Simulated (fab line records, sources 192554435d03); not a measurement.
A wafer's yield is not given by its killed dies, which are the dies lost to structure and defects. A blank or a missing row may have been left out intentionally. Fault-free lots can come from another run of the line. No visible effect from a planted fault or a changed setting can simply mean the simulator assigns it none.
What tool caused it? || flow n5 finfet || 63 wafers sampled from 21 lots at 1 step of a route of 1938

== WHAT EACH GAUGE READ, for each wafer ==
N5_PMOS_HMC_CHANNEL_EPI_INSPECT_30: inspects for defects (darkfield). Usual: raw defect count at 19, with a standard deviation of 6.8.
{"lot": "L074", "measured": "day 1 20:46", "on": "defect inspect-01", "raw defect count": "10 17 17", "flag": ""}
{"lot": "L075", "measured": "day 2 02:37", "on": "defect inspect-02", "raw defect count": "28 22 13", "flag": ""}
{"lot": "L076", "measured": "day 2 08:30", "on": "defect inspect-02", "raw defect count": "16 10 15", "flag": ""}
{"lot": "L077", "measured": "day 2 14:17", "on": "defect inspect-01", "raw defect count": "9 14 18", "flag": ""}
{"lot": "L078", "measured": "day 2 20:17", "on": "defect inspect-02", "raw defect count": "17 46 9", "flag": ""}
{"lot": "L079", "measured": "day 3 02:06", "on": "defect inspect-02", "raw defect count": "14 20 19", "flag": ""}
{"lot": "L080", "measured": "day 3 07:51", "on": "defect inspect-02", "raw defect count": "23 19 16", "flag": ""}
{"lot": "L081", "measured": "day 3 14:22", "on": "defect inspect-01", "raw defect count": "24 20 25", "flag": ""}
{"lot": "L082", "measured": "day 3 20:41", "on": "defect inspect-01", "raw defect count": "26 33 20", "flag": ""}
{"lot": "L084", "measured": "day 4 09:00", "on": "defect inspect-01", "raw defect count": "16 11 10", "flag": ""}
{"lot": "L085", "measured": "day 4 14:11", "on": "defect inspect-02", "raw defect count": "17 20 23", "flag": ""}
{"lot": "L086", "measured": "day 4 19:47", "on": "defect inspect-02", "raw defect count": "17 22 16", "flag": ""}
{"lot": "L087", "measured": "day 5 02:31", "on": "defect inspect-01", "raw defect count": "8 16 10", "flag": ""}
{"lot": "L088", "measured": "day 5 08:55", "on": "defect inspect-01", "raw defect count": "21 23 15", "flag": ""}
{"lot": "L089", "measured": "day 5 14:56", "on": "defect inspect-01", "raw defect count": "15 23 16", "flag": ""}
{"lot": "L091", "measured": "day 6 03:35", "on": "defect inspect-01", "raw defect count": "16 17 16", "flag": ""}
{"lot": "L093", "measured": "day 6 13:59", "on": "defect inspect-02", "raw defect count": "26 16 10", "flag": ""}
{"lot": "L094", "measured": "day 6 20:44", "on": "defect inspect-01", "raw defect count": "21 25 24", "flag": ""}
{"lot": "L095", "measured": "day 7 01:52", "on": "defect inspect-01", "raw defect count": "16 21 20", "flag": ""}
{"lot": "L096", "measured": "day 7 07:45", "on": "defect inspect-02", "raw defect count": "17 15 17", "flag": ""}
{"lot": "L097", "measured": "day 7 15:01", "on": "defect inspect-02", "raw defect count": "16 18 28", "flag": ""}

== WHICH TOOL RAN EACH LOT (tool, then ch and the chambers of the sampled wafers, then the start) ==
The record shows no process step preceding these readings.

== AS READ BY THE TOOLS THEMSELVES (means over the sampled wafers that have a number; for cases with no such wafer, the mark the record gives instead) ==
The record holds no such reading with a usual standard deviation.

== THE ANSWER, worked out from the rows above alone ==
Rule: a lot counts as off when the mean over its wafers that have a number is more than 3 standard deviations away from the usual mean. A lot without any number at a reading at which 4 lots or more have one is off too. Any other lot the step has rows for is counted as sound. Order of review: gauges by route order, followed by the tools' own readings, for which a lot's mean as printed above is used. The first step at which some lot is off is used, and at that step the reading that is off furthest; a lot without a number counts as furthest.
No lot is off at any reading shown: from this, nothing can be told.

== WHAT WAS PUT IN BY THE SIMULATOR ==
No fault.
